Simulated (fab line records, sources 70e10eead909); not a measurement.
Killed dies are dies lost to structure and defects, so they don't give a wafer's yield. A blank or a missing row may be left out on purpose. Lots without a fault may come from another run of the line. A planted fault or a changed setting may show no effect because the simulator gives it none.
A struck lot beside a sound one | flow nand_harc | 13 steps out of a route of 1159
Sound: wafers L506.1, L506.3, L506.4. Struck: wafers L508.3, L508.5, L508.6. The cause comes at the end.
At each step with rows: each side's tool, then ch and its chambers, then its first start. Under that, the readings that differ: sound wafers | struck wafers | difference of the means | sigmas: that difference in standard deviations of wafers without a fault.
alike: readings whose means differ by less than 2 such deviations, and words and numbers that are the same on both sides. not compared: withheld readings, readings that some wafer has no value for, bounds like >300 that may hide the same value, and numbers for which the record gives no deviation and whose values overlap.
The two part at a step that has a row with sigmas, a row that says differs or no value, or rows on one side only. Numbers that don't overlap but have no deviation are shown without sigmas and don't part them. A reading that every wafer of one side lacks parts them only if that side has two wafers or more.

NHARC_A_WL_FILL_ALD_10: deposits SiO2, target thk 50 nm, pulse time 10 s, ald cycles 500.
  sound on ald_hk-02 ch 0,1,2, day 18 19:55; struck on ald_hk-03 ch 0,1,2, day 19 03:40
  alike: heater_power_w, precursor_pulse_height_rel
NHARC_A_WL_FILL_ETCHBACK_16: etches the open film in C4F8/O2/Ar, target depth 88 nm, time 17.6 s.
  sound on rie_diel-10 ch 0,1,3; struck on rie_diel-10 ch 0,1,2
  alike: oes_product_au, rf_fwd_power_W, rf_vpp_V
  not compared: rf_hours_counter_h
then, 1 step without rows for these wafers: NHARC_A_WL_FILL_STRIP_29 (strips in O2, time 20 s).
NHARC_A_WL_FILL_ETCHBACK_17: etches the open film in Cl2/BCl3, target depth 4 nm, time 26.7 s.
  sound on rie_metal-01 ch 0,1, day 19 00:43; struck on rie_metal-02 ch 0,1, day 19 07:00
  alike: drypump_motor_current_A, oes_product_au
  not compared: rf_hours_counter_h
then, 3 steps without rows for these wafers: NHARC_A_WL_FILL_PRECLEAN_18 (cleans in dHF, time 30 s); NHARC_A_WL_FILL_SRD_21; NHARC_A_WL_FILL_CVD_23 (deposits poly-Si, target thk 40 nm, time 800 s).
NHARC_A_WL_FILL_ETCHBACK_26: etches the open film in HBr, target depth 52 nm, time 13.3 s.
  sound on rie_si-02 ch 0,1,3, day 19 05:49; struck on rie_si-01 ch 1,2, day 19 11:49
  alike: drypump_motor_current_A, oes_product_au, rf_fwd_power_W, throttle_valve_pct
  not compared: rf_hours_counter_h
then, 2 steps without rows for these wafers: NHARC_A_WL_FILL_PRECLEAN_30 (cleans in dHF, time 10 s); NHARC_A_WL_FILL_SRD_14.
NHARC_A_WL_FILL_ALD_19: deposits TiN, target thk 2 nm, pulse time 3 s, ald cycles 100.
  sound on ald_metal-03 ch 0,1,3, day 19 06:05; struck on ald_metal-04 ch 0,2,3, day 19 12:08
  alike: heater_power_w, precursor_pulse_height_rel
NHARC_A_WL_FILL_CVD_20: deposits W, target thk 75 nm, time 5064 s.
  sound on cvd_w-02 ch 0,1, day 19 06:17; struck on cvd_w-02 ch 0,1, day 19 13:44
  no value came back on the struck wafers for chamber_pressure_Torr (Torr), heater_power_outer_w (W), heater_power_w (W), throttle_valve_pct (%); on the sound wafers chamber_pressure_Torr (Torr) reads 40.16 39.94 40.06
NHARC_A_WL_FILL_CMP_12: polishes, t overpolish 30 s, target thk 75 nm.
  sound on cmp-03 ch 0,2,3, day 19 11:23; struck on cmp-04 ch 1,2, day 19 17:22
  reading                | sound          | struck      | difference | sigmas
  time_to_endpoint_s (s) | 15.0 14.4 17.1 | 2.0 2.0 0.4 | -14.0      | -7
  alike: motor_current_A, overpolish_run_s, slurry_flow_ml_min

WHERE THEY PART
First at NHARC_A_WL_FILL_CVD_20; last, within this record, at NHARC_A_WL_FILL_CMP_12.

WHY: what the simulator had put in
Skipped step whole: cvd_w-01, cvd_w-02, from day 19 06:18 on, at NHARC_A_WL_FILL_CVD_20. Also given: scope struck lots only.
